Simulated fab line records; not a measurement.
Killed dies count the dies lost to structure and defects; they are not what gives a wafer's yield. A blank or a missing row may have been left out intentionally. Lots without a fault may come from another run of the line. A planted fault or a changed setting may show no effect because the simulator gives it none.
A lot that was struck, set against a sound lot	flow nand harc	17 out of 1159 route steps
Sound: these wafers, L569.1, L569.3, L569.6. Struck: wafers L572.1, L572.3 (left out: L572.2, a lot-mate that was not struck); the cause follows at the end.
Order at every step that has rows: each side's tool, ch and its chambers, its first start. Under that, the readings that differ: sound wafers	struck wafers	difference of the means	sigmas: that difference in standard deviations of wafers without a fault.
alike: words and numbers the same on both sides, and readings whose means are apart by under 2 such deviations; not compared: readings that were withheld, readings missing a value for some wafer, numbers with overlapping values and no deviation given by the record, and bounds like >300 which may hide the same value.
A row with sigmas, a row that says differs or no value, or rows on one side alone: a step with any of these is where the two part. Numbers that have no deviation but don't overlap get no sigmas and don't part them. A reading that every wafer of one side lacks parts them only if that side has two wafers or more.

NHARC_P_M1_INSPECT_11:
  sound: defect inspect-01 at day 9 07:52; struck: defect inspect-01 at day 10 13:28
  alike: raw defect count
then, 1 step without rows for these wafers: NHARC_P_M1_DESCUM_14 (chemistry O2, time 3 s).
NHARC_P_M1_ETCH_35: etches the open film in N2/H2, target depth 40 nm, overetch 12 nm, time 43.94 s.
  sound on rie diel-11 ch 0,1,3, day 9 08:01; struck on rie diel-13 ch 1,2, day 10 13:37
  alike: chamber pressure mTorr, drypump motor current A, oes product au, rf vpp V, showerhead plenum p Torr, throttle valve pct
  not compared: rf hours counter h
NHARC_P_M1_ETCH_15: etches the open film in C4F8/Ar, target depth 182.5 nm, time 91.2 s.
  sound on rie diel-11 ch 0,3; struck on rie diel-13 ch 0,3
  alike: chamber pressure mTorr, oes product au, rf vpp V
  not compared: rf hours counter h
NHARC_P_M1_CD_MEAS_16:
  sound: cd sem-03 at day 9 08:13; struck: cd sem-01 at day 10 13:50
  alike: cd nm
then, 1 step without rows for these wafers: NHARC_P_M1_STRIP_18 (strips in N2/H2).
NHARC_P_M1_ETCH_28: etches the open film in CF4/N2, target depth 30 nm, time 72.99 s.
  sound on rie diel-13 ch 1,3; struck on rie diel-09 ch 1,3
reading	sound	struck	difference	sigmas
oes product au (a.u.)	1.011 1.002 1.008	0.989 0.997	-0.014	-2
  alike: chamber pressure mTorr, drypump motor current A, rf vpp V, showerhead plenum p Torr, throttle valve pct
  not compared: rf hours counter h
then, 3 steps without rows for these wafers: NHARC_P_M1_STRIP_19 (strips in post etch residue remover, time 600 s); NHARC_P_M1_DEGAS_29 (time 60 s); NHARC_P_M1_PRE_CLEAN_30 (time 30 s).
NHARC_P_M1_PVD_20: deposits TaN, target thk 5 nm, time 8.06 s.
  sound on pvd sputter-02; struck on pvd sputter-02
  alike: bias v, throttle valve pct
then, 1 step without rows for these wafers: NHARC_P_M1_PVD_21 (deposits Cu, target thk 30 nm, time 20.49 s).
NHARC_P_M1_ECD_22: material Cu, target thk 400 nm.
  sound on ecd cu-02 ch 0,1, day 9 09:18; struck on ecd cu-01 ch 0,1, day 10 14:55
NHARC_P_M1_ANNEAL_31: time 90 s.
  sound on rtp anneal-01 ch 0, day 9 09:41; struck on rtp anneal-02 ch 0, day 10 15:17
  alike: wafer_temp_C_max
NHARC_P_M1_CMP_23: polishes, t overpolish 20 s, target thk 157.82 nm.
  sound on cmp-03 ch 1,2,3, day 9 10:05; struck on cmp-02 ch 1,2, day 10 15:38
reading	sound	struck	difference	sigmas
time to endpoint s (s)	29.0 32.2 32.8	10.5 9.1	-21.5	-10
  alike: motor current A
NHARC_P_M1_THK_MEAS_24: measures by xrf.
  sound: film metro-02 at day 9 10:21; struck: film metro-01 at day 10 15:56
reading	sound	struck	difference	sigmas
thk nm (nm)	157.0 157.5 157.8	134.9 131.8	-24.1	-17
following that, these wafers have no rows for 1 step: NHARC_P_M1_SRD_25.

== WHERE THEY PART ==
Earliest at NHARC_P_M1_ETCH_28; latest, in this record, at NHARC_P_M1_THK_MEAS_24.

WHY: what the simulator had put in
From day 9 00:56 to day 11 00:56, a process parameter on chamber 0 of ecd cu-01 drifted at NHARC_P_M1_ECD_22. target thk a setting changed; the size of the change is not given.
